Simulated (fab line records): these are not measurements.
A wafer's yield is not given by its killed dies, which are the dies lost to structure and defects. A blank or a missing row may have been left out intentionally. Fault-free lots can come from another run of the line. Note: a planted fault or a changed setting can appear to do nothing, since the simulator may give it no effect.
fab line records	flow n5Finfet
[record] lots = 10	wafers = 30	lastDay = 20
route steps=1938 shown BEOL_M9@1421 PASSIVATION@1936
lots that met no fault: taken from a fault-free run of the same line
startH: hours from the record's opening day to when the first of the lot's shown wafers began	waitH: how many hours have passed since the lot's step before this one	" same as the row above	L1.1+2: several wafers, shown together as one row	- value missing, or start not given	* or withheld: withheld	< > ~ a bound
route shown NAME@n: NAME is a module with steps in the file, n the number in the route of the first one	usual: mean/standard deviation taken from wafers without a fault	same: alike in all rows	chamber/n: place in a boat	sites: readings site by site	_std_site: how widely they spread, as a standard deviation	_edge_site: mean of outer sites minus mean of inner sites	radiusMm: how far each site lies from the wafer's centre	mask NAME#n: copy n	behind: tool/chamber where the wafer was last shaped	hold: what put the lot on hold/how long, in hours/how the hold closed	device: transistor that didn't switch, given as n, p or np	end of line: the tests these same wafers got at the end of their route	for a step that has no rows: nothing shown but its recipe	killed: the dies lost at the first sort to structure and to defects; this is not the yield of the wafer	map: the dies of a wafer, with x for killed, . for not killed, _ for no die there
set.NAME: setting as actually run; set.NAME@STEP: the setting as run at that earlier step	model.NAME: the simulator's own value behind a step, which no gauge read
route steps across a sampled set of lots; one table per step, one row per wafer
services: the hour from which a tool's chamber was out of use, counted from the record's first day as startH (under 0 if before that day), plus the number of hours and why
[[steps]]
[step N5_BEOL_M9_STRIP_67]
[recipe] chemistry = CF4	resist = SiARC	powerW = 300	biasPowerW = 75	pressureMtorr = 50	cf4FlowSccm = 150	rfFrequencyHz = 6e+07
[usual] drypumpMotorCurrentA = 5.5/0.47	oesProductAu = 0.79/0.089	rfVppV = 272.0/1.2	showerheadPlenumPTorr = 1.83/0.043	throttleValvePct = 13.56/0.19
lot.wafer	tool	chamber	startH	waitH	drypumpMotorCurrentA	oesProductAu	rfHoursCounterH	rfVppV	showerheadPlenumPTorr	throttleValvePct
L192.1	rieDiel-04	2	236.04	0.0	5.5	0.70	211	272.0	1.77	13.73
L192.5	"	2	"	"	5.5	0.71	-	270.2	1.77	13.72
L192.6	"	3	"	"	5.7	0.75	-	271.2	1.79	13.50
L193.2	rieDiel-01	2	266.75	0.0	4.9	0.74	177	270.1	1.79	13.81
L193.3	"	3	"	"	4.6	0.73	195	272.3	1.85	13.55
L193.5	"	3	"	"	4.6	0.72	-	272.3	1.85	13.56
L199.2	rieDiel-04	0	274.49	0.0	6.1	0.92	20	271.7	1.83	13.43
L199.4	"	3	"	"	5.6	0.74	170	271.8	1.79	13.55
L199.5	"	2	"	"	5.5	0.71	-	270.7	1.77	13.76
L197.3	rieDiel-01	2	283.50	0.0	5.0	0.74	182	270.6	1.79	13.81
L197.4	"	1	"	"	5.8	0.96	3	271.4	1.84	13.40
L197.6	"	3	"	"	4.7	0.72	-	272.7	1.85	13.58
L200.2	rieDiel-01	2	303.09	0.0	5.0	0.73	187	271.6	1.79	13.85
L200.5	"	3	"	"	4.6	0.71	-	271.9	1.85	13.58
L200.6	"	0	"	"	5.5	0.72	-	272.3	1.86	13.50
L201.1	rieDiel-01	3	307.56	0.0	4.6	0.72	207	272.4	1.85	13.59
L201.3	"	0	"	"	5.5	0.73	182	273.5	1.86	13.53
L201.4	"	1	"	"	5.7	0.94	9	272.0	1.84	13.43
L202.1	rieDiel-02	3	325.17	0.0	5.5	0.78	121	273.0	1.87	13.43
L202.2	"	0	"	"	5.0	0.67	243	270.8	1.83	13.84
L202.5	"	2	"	"	4.8	0.80	-	272.9	1.87	13.93
L212.1	rieDiel-04	2	392.38	0.0	5.5	0.98	0	270.7	1.76	13.27
L212.4	"	0	"	"	6.1	0.87	55	272.6	1.82	13.51
L212.5	"	0	"	"	6.1	0.87	-	272.3	1.82	13.51
L214.1	rieDiel-04	2	399.51	0.0	5.5	0.96	3	270.0	1.76	13.27
L214.4	"	3	"	"	5.6	0.71	206	271.0	1.78	13.63
L214.6	"	1	"	"	6.1	0.87	-	273.6	1.90	13.32
L213.1	rieDiel-04	3	411.58	0.0	5.7	0.71	209	271.4	1.78	13.65
L213.4	"	0	"	"	6.1	0.87	61	272.0	1.82	13.54
L213.6	"	2	"	"	5.5	0.95	-	271.3	1.76	13.27
[step N5_BEOL_M9_CD_MEAS_28]
[recipe] targetCdNm = 70	landingEnergyEv = 500	detector = seInlens	polarity = opening
[usual] cdNm = 69.97/0.23
lot.wafer	tool	chamber	startH	waitH	cdNm
L192.1	cdSem-02	0	240.35	-	70.10
L192.5	"	0	"	"	70.06
L192.6	"	0	"	"	69.75
L193.2	cdSem-03	0	268.02	-	69.47
L193.3	"	0	"	"	69.85
L193.5	"	0	"	"	69.87
L199.2	cdSem-01	0	276.80	-	69.90
L199.4	"	0	"	"	70.36
L199.5	"	0	"	"	70.35
L197.3	cdSem-03	0	285.97	-	69.98
L197.4	"	0	"	"	69.94
L197.6	"	0	"	"	70.03
L200.2	cdSem-02	0	305.76	-	69.87
L200.5	"	0	"	"	70.04
L200.6	"	0	"	"	69.88
L201.1	cdSem-01	0	310.33	-	69.88
L201.3	"	0	"	"	70.17
L201.4	"	0	"	"	69.76
L202.1	cdSem-01	0	327.15	-	70.10
L202.2	"	0	"	"	69.62
L202.5	"	0	"	"	70.28
L212.1	cdSem-03	0	394.04	-	69.98
L212.4	"	0	"	"	69.67
L212.5	"	0	"	"	69.68
L214.1	cdSem-01	0	401.31	-	69.76
L214.4	"	0	"	"	69.80
L214.6	"	0	"	"	69.71
L213.1	cdSem-03	0	413.13	-	69.77
L213.4	"	0	"	"	70.20
L213.6	"	0	"	"	69.96
[step N5_BEOL_M9_ETCH_65]
[recipe] chemistry = CF4	target = SiARC	targetDepthA = 156	maskMaterial = CAR-EUV	timeS = 26	ionEnergyEv = 80	pressureMtorr = 40	sourceW = 545	biasW = 36	Ar_flow_sccm = 100	cf4FlowSccm = 100	ends = cleared
[usual] drypumpMotorCurrentA = 5.4/0.47	etchRfOnTimeS = 26.0/0.37	mfcArSccm = 99.97/0.28	oesProductAu = 0.68/0.081	rfFwdPowerW = 532.5/2.5	rfVppV = 184.8/1	showerheadPlenumPTorr = 2.20/0.048	throttleValvePct = 15.60/0.21
lot.wafer	tool	chamber	startH	waitH	drypumpMotorCurrentA	etchRfOnTimeS	mfcArSccm	oesProductAu	rfFwdPowerW	rfHoursCounterH	rfVppV	showerheadPlenumPTorr	throttleValvePct
L192.1	rieDiel-04	3	240.53	0.0	5.7	25.7	100.14	0.65	530.4	157	182.7	2.14	15.53
L192.5	"	2	"	"	5.5	26.7	100.01	0.60	530.9	-	183.6	2.12	15.75
L192.6	"	0	"	"	6.1	26.4	99.82	0.81	533.0	-	183.7	2.19	15.48
L193.2	rieDiel-02	1	268.20	0.0	5.1	25.9	99.64	0.63	535.9	175	184.4	2.22	15.45
L193.3	"	0	"	"	5.1	26.5	99.80	0.57	530.4	222	185.5	2.20	15.81
L193.5	"	0	"	"	5.0	26.6	100.26	0.58	529.3	-	185.5	2.20	15.81
L199.2	rieDiel-04	3	276.97	0.0	5.6	25.8	99.82	0.63	533.2	170	184.5	2.13	15.54
L199.4	"	2	"	"	5.5	27.0	99.76	0.58	531.1	225	183.4	2.11	15.78
L199.5	"	2	"	"	5.5	26.9	100.06	0.59	532.0	-	184.4	2.11	15.79
L197.3	rieDiel-02	2	286.14	0.0	4.8	25.7	99.98	0.69	531.1	104	186.0	2.24	16.01
L197.4	"	1	"	"	5.0	25.9	100.29	0.62	538.7	181	183.9	2.22	15.48
L197.6	"	3	"	"	5.5	26.0	100.26	0.67	533.4	-	185.8	2.24	15.41
L200.2	rieDiel-04	2	306.10	0.0	5.5	26.6	99.81	0.58	535.1	233	183.1	2.11	15.78
L200.5	"	0	"	"	6.1	25.8	99.98	0.78	530.9	-	184.3	2.18	15.52
L200.6	"	1	"	"	6.1	25.5	100.11	0.80	534.6	-	185.1	2.28	15.32
L201.1	rieDiel-04	1	310.51	0.0	6.1	25.9	100.03	0.80	530.9	13	184.7	2.28	15.33
L201.3	"	0	"	"	6.1	26.1	100.37	0.77	529.8	30	185.0	2.18	15.53
L201.4	"	2	"	"	5.5	26.9	99.87	0.58	529.9	234	182.3	2.11	15.80
L202.1	rieDiel-01	0	327.33	0.0	5.5	25.9	99.46	0.62	532.1	189	184.2	2.22	15.52
L202.2	"	1	"	"	5.8	25.8	99.52	0.78	532.4	17	184.7	2.19	15.53
L202.5	"	3	"	"	4.6	26.4	100.03	0.60	532.2	-	185.2	2.21	15.60
L212.1	rieDiel-04	2	394.44	0.0	5.5	26.2	99.67	0.82	529.4	1	182.9	2.10	15.34
L212.4	"	3	"	"	5.6	33.2	99.85	0.54	534.1	204	183.9	2.12	15.62
L212.5	"	3	"	"	5.6	33.5	100.54	0.53	534.4	-	183.4	2.12	15.62
L214.1	rieDiel-02	0	401.48	0.0	5.0	25.6	100.02	0.80	530.5	6	184.4	2.18	15.36
L214.4	"	3	"	"	5.5	26.4	99.64	0.64	534.5	140	184.6	2.23	15.47
L214.6	"	3	"	"	5.5	26.5	100.21	0.63	532.3	-	186.3	2.23	15.47
L213.1	rieDiel-04	3	413.31	0.0	5.6	33.9	100.09	0.53	530.4	210	183.3	2.12	15.63
L213.4	"	2	"	"	5.5	26.5	99.78	0.80	529.0	6	184.3	2.10	15.35
L213.6	"	0	"	"	6.1	26.0	99.67	0.74	533.5	-	183.3	2.17	15.59
[step N5_BEOL_M9_ETCH_66]
[recipe] chemistry = N2/H2	target = SOC	targetDepthA = 800	overetchA = 160	maskMaterial = SiARC	tempC = 40	timeS = 120	ionEnergyEv = 200	pressureMtorr = 30	sourceW = 840	biasW = 150	n2FlowSccm = 200	h2FlowSccm = 200
[usual] drypumpMotorCurrentA = 5.5/0.47	oesProductAu = 0.61/0.07	rfFwdPowerW = 836/3.2	rfVppV = 525.9/1.8	showerheadPlenumPTorr = 2.62/0.062	throttleValvePct = 17.83/0.25
lot.wafer	tool	chamber	startH	waitH	drypumpMotorCurrentA	oesProductAu	rfFwdPowerW	rfHoursCounterH	rfVppV	showerheadPlenumPTorr	throttleValvePct
L192.1	rieDiel-04	3	240.56	0.0	5.7	0.57	841	157	524.9	2.53	17.71
L192.5	"	2	"	"	5.5	0.55	832	-	522.4	2.51	17.95
L192.6	"	0	"	"	6.1	0.74	835	-	526.0	2.61	17.78
L193.2	rieDiel-02	1	268.23	0.0	5.0	0.56	835	175	526.3	2.64	17.67
L193.3	"	0	"	"	5.1	0.52	834	222	526.5	2.63	18.02
L193.5	"	0	"	"	5.1	0.52	835	-	527.2	2.63	18.02
L199.2	rieDiel-04	3	277.00	0.0	5.7	0.57	837	170	524.4	2.53	17.72
L199.4	"	2	"	"	5.5	0.54	828	225	523.3	2.51	17.95
L199.5	"	2	"	"	5.5	0.54	831	-	522.9	2.51	17.97
L197.3	rieDiel-02	2	286.17	0.0	4.8	0.61	837	104	528.7	2.67	18.35
L197.4	"	1	"	"	5.0	0.56	839	181	525.0	2.64	17.67
L197.6	"	3	"	"	5.5	0.60	841	-	528.4	2.67	17.58
L200.2	rieDiel-04	2	306.13	0.0	5.5	0.54	833	233	522.5	2.50	17.99
L200.5	"	0	"	"	6.1	0.70	839	-	524.5	2.60	17.82
L200.6	"	1	"	"	6.1	0.71	834	-	529.1	2.71	17.50
L201.1	rieDiel-04	1	310.54	0.0	6.1	0.71	838	14	528.9	2.71	17.51
L201.3	"	0	"	"	6.1	0.69	834	30	526.0	2.60	17.81
L201.4	"	2	"	"	5.5	0.53	833	234	524.0	2.50	17.99
L202.1	rieDiel-01	0	327.36	0.0	5.5	0.56	838	189	526.7	2.63	17.72
L202.2	"	1	"	"	5.8	0.70	835	17	525.4	2.60	17.86
L202.5	"	3	"	"	4.6	0.55	847	-	526.5	2.63	17.72
L212.1	rieDiel-04	2	394.46	0.0	5.5	0.74	835	1	521.9	2.50	17.59
L212.4	"	3	"	"	5.7	0.55	835	204	522.7	2.51	17.77
L212.5	"	3	"	"	5.6	0.55	837	-	522.8	2.51	17.80
L214.1	rieDiel-02	0	401.51	0.0	5.1	0.72	835	6	526.1	2.61	17.62
L214.4	"	3	"	"	5.5	0.58	834	141	527.3	2.66	17.63
L214.6	"	3	"	"	5.5	0.58	832	-	527.2	2.66	17.64
L213.1	rieDiel-04	3	413.34	0.0	5.6	0.54	836	210	524.1	2.51	17.80
L213.4	"	2	"	"	5.5	0.72	833	6	522.0	2.49	17.61
L213.6	"	0	"	"	6.1	0.66	831	-	524.5	2.58	17.87
[step N5_PASSIVATION_PROBE_49]
[usual] defectLimitedYield = 90.9/1.3	killed_at_M0_to_M3 = 36/11	killed_at_M4_up = 13/5.1	killedAtContacts = 14/4.9	killedAtFrontEnd = 41/10	killedAtOther = 3.4/2.6	killedDies = 107/16	killedOpen = 70/11	killedShort = 36/7.8	sort_bin_5_function = 5.4/0.84	sort_bin_6_memory = 3.4/0.67	sortNPass = 1073/16	sortYieldPct = 90.9/1.3
[same] grossDies = 1180	killedAtBackSide = 0	sort_bin_4_leakage[%] = 0	sort_bin_8_speed[%] = 0
lot.wafer	tool	chamber	startH	waitH	defectLimitedYield[%]	killed_at_M0_to_M3	killed_at_M4_up	killedAtContacts	killedAtFrontEnd	killedAtOther	killedDies	killedOpen	killedShort	sort_bin_5_function[%]	sort_bin_6_memory[%]	sortNPass	sortYieldPct[%]
L192.1	prober-01	-	312.78	0.0	89.9	45	14	14	43	3	119	74	45	5.1	4.6	1061	89.9
L192.5	prober-01	-	312.98	0.2	90.7	46	15	12	34	3	110	72	36	5.6	3.0	1070	90.7
L192.6	prober-01	-	313.03	0.3	89.4	46	12	15	43	9	125	78	43	5.5	4.9	1055	89.4
L199.2	prober-01	-	340.26	0.1	90.7	43	12	18	35	2	110	73	37	5.4	3.6	1070	90.7
L199.4	prober-01	-	340.36	0.2	93.6	30	10	14	19	3	76	52	22	3.3	3.1	1104	93.6
L199.5	prober-01	-	340.41	0.2	91.7	27	11	14	42	4	98	66	30	5.1	3.1	1082	91.7
L197.3	prober-02	-	347.58	0.1	89.7	39	7	11	62	2	121	78	41	5.8	3.7	1059	89.7
L197.4	prober-02	-	347.63	0.2	90.4	40	7	11	53	2	113	63	49	5.9	3.1	1067	90.4
L197.6	prober-02	-	347.73	0.3	91.9	38	8	14	36	0	96	60	36	5.3	2.6	1084	91.9
L212.1	prober-02	-	465.10	0.2	91.6	45	10	8	35	1	99	63	34	4.9	3.4	1081	91.6
L212.4	prober-02	-	465.25	0.3	91.9	41	5	9	37	3	95	57	38	4.9	2.9	1085	91.9
L212.5	prober-02	-	465.30	0.4	90.1	60	7	21	29	0	117	86	31	6.7	2.8	1063	90.1
// killed by level:class
L192.1 STI_FIN_REVEAL:geometricParticle:open=12 MOL_CONTACT_COAG:geometricParticle:open=11 BEOL_M1:geometricParticle:open=8 BEOL_M0_SAQP:geometricParticle:short=8 FIN_SAQP:geometricParticle:short=7 BEOL_M3:geometricParticle:short=7 FIN_SAQP:geometricParticle:open=6 BEOL_M0_SAQP:geometricParticle:open=6
L192.5 BEOL_M0_SAQP:geometricParticle:short=13 MOL_CONTACT_COAG:geometricParticle:open=11 BEOL_M3:geometricParticle:open=10 DUMMY_GATE:geometricParticle:open=7 BEOL_M4:geometricParticle:open=7 STARTING-WAFER:geometricParticle:open=6 GATE_CUT:geometricParticle:short=5 BEOL_M0_SAQP:geometricParticle:open=5
L192.6 STI_FIN_REVEAL:geometricParticle:open=17 MOL_CONTACT_COAG:geometricParticle:open=13 BEOL_M1:geometricParticle:open=10 BEOL_M0_SAQP:geometricParticle:open=7 BEOL_M0_SAQP:geometricParticle:short=7 BEOL_M3:geometricParticle:short=7 BEOL_M3:geometricParticle:open=6 FIN_SAQP:geometricParticle:short=5
L199.2 MOL_CONTACT_COAG:geometricParticle:open=16 BEOL_M0_SAQP:geometricParticle:short=14 FIN_SAQP:geometricParticle:open=13 BEOL_M0_SAQP:geometricParticle:open=8 BEOL_M2:geometricParticle:open=8 FIN_SAQP:geometricParticle:short=5 STI_FIN_REVEAL:geometricParticle:open=5 BEOL_M1:geometricParticle:open=5
L199.4 MOL_CONTACT_COAG:geometricParticle:open=10 BEOL_M1:geometricParticle:open=8 STI_FIN_REVEAL:geometricParticle:open=7 BEOL_M3:geometricParticle:open=7 MOL_CONTACT_COAG:geometricParticle:short=4 BEOL_M0_SAQP:geometricParticle:open=4 BEOL_M2:geometricParticle:open=4 BEOL_M4:geometricParticle:open=4
L199.5 STI_FIN_REVEAL:geometricParticle:open=18 MOL_CONTACT_COAG:geometricParticle:open=11 FIN_SAQP:geometricParticle:short=7 BEOL_M0_SAQP:geometricParticle:short=6 BEOL_M1:geometricParticle:open=6 BEOL_M3:geometricParticle:open=5 DUMMY_GATE:geometricParticle:open=3 GATE_CUT:geometricParticle:short=3
L197.3 STI_FIN_REVEAL:geometricParticle:open=22 FIN_SAQP:geometricParticle:short=12 BEOL_M0_SAQP:geometricParticle:short=12 BEOL_M0_SAQP:geometricParticle:open=12 MOL_CONTACT_COAG:geometricParticle:open=9 FIN_SAQP:geometricParticle:open=6 BEOL_M2:geometricParticle:open=6 GATE_CUT:geometricParticle:open=5
L197.4 STI_FIN_REVEAL:geometricParticle:open=14 FIN_SAQP:geometricParticle:short=12 BEOL_M0_SAQP:geometricParticle:short=9 MOL_CONTACT_COAG:geometricParticle:open=7 BEOL_M2:geometricParticle:open=7 GATE_CUT:geometricParticle:open=6 BEOL_M0_SAQP:geometricParticle:open=6 ILD0:geometricParticle:short=5
L197.6 BEOL_M2:geometricParticle:open=15 STI_FIN_REVEAL:geometricParticle:open=12 MOL_CONTACT_COAG:geometricParticle:open=8 BEOL_M0_SAQP:geometricParticle:open=7 MOL_CONTACT_COAG:geometricParticle:short=6 BEOL_M0_SAQP:geometricParticle:short=6 FIN_SAQP:geometricParticle:short=4 DUMMY_GATE:geometricParticle:open=4
L212.1 BEOL_M0_SAQP:geometricParticle:open=11 GATE_CUT:geometricParticle:short=10 BEOL_M2:geometricParticle:open=9 BEOL_M3:geometricParticle:open=8 BEOL_M0_SAQP:geometricParticle:short=6 STI_FIN_REVEAL:geometricParticle:open=5 MOL_CONTACT_COAG:geometricParticle:open=5 BEOL_M1:geometricParticle:open=5
L212.4 BEOL_M3:geometricParticle:open=12 FIN_SAQP:geometricParticle:short=8 BEOL_M0_SAQP:geometricParticle:open=8 BEOL_M0_SAQP:geometricParticle:short=8 GATE_CUT:geometricParticle:short=7 MOL_CONTACT_COAG:geometricParticle:open=7 STI_FIN_REVEAL:geometricParticle:open=6 FIN_SAQP:geometricParticle:open=4
L212.5 BEOL_M1:geometricParticle:open=17 MOL_CONTACT_COAG:geometricParticle:open=15 BEOL_M3:geometricParticle:open=15 BEOL_M0_SAQP:geometricParticle:open=10 GATE_CUT:geometricParticle:short=9 BEOL_M2:geometricParticle:open=8 GATE_CUT:geometricParticle:open=6 MOL_CONTACT_COAG:geometricParticle:short=6
[[services]]
tool	chamber	startH	hours	kind
rieDiel-04	1	237.23	-	clean
rieDiel-04	1	237.23	-	consumableReplace:focusRing
rieDiel-04	1	237.23	-	consumableReplace:showerhead
rieDiel-04	1	237.23	24.6	scheduledDown
rieDiel-04	1	237.23	24.6	ventCycle
rieDiel-02	-	249.18	0.2	repair
rieDiel-01	1	251.59	-	clean
rieDiel-01	1	251.59	-	consumableReplace:focusRing
rieDiel-01	1	291.76	3.0	repair
rieDiel-02	2	294.86	20.4	repair
rieDiel-01	3	342.61	28.4	repair
rieDiel-01	-	343.93	0.2	repair
rieDiel-02	3	351.99	7.2	repair
rieDiel-02	0	359.19	-	clean
rieDiel-02	0	359.19	-	consumableReplace:focusRing
rieDiel-02	0	359.19	22.7	scheduledDown
rieDiel-02	0	359.19	22.7	ventCycle
rieDiel-04	2	369.75	-	clean
rieDiel-04	2	369.75	-	consumableReplace:focusRing
rieDiel-04	2	369.75	20.7	scheduledDown
rieDiel-04	2	369.75	20.7	ventCycle
rieDiel-01	-	383.87	4.3	pm
rieDiel-04	2	404.85	1.6	repair
rieDiel-02	2	407.57	1.4	repair
[[key]]
[firstSign] step = N5_BEOL_M9_ETCH_65	reading = etchRfOnTimeS	direction = up	sigmas = 21	usual = *	struck = *
effect none on later readings
metAt N5_BEOL_M9_ETCH_65
struckLots L212,L213
struckWafers L212.4,L212.5,L213.1
notActingAt N5_BEOL_M9_STRIP_67,N5_BEOL_M9_CD_MEAS_28,N5_BEOL_M9_ETCH_66
onsetBetween 276.97 394.44
[fault] kind = processParameterDrift	tool = rieDiel-04	chamber = 3	onsetH = 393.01	steps = N5_BEOL_M9_ETCH_65	channel = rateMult	offset = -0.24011	shape = step	endH = 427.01
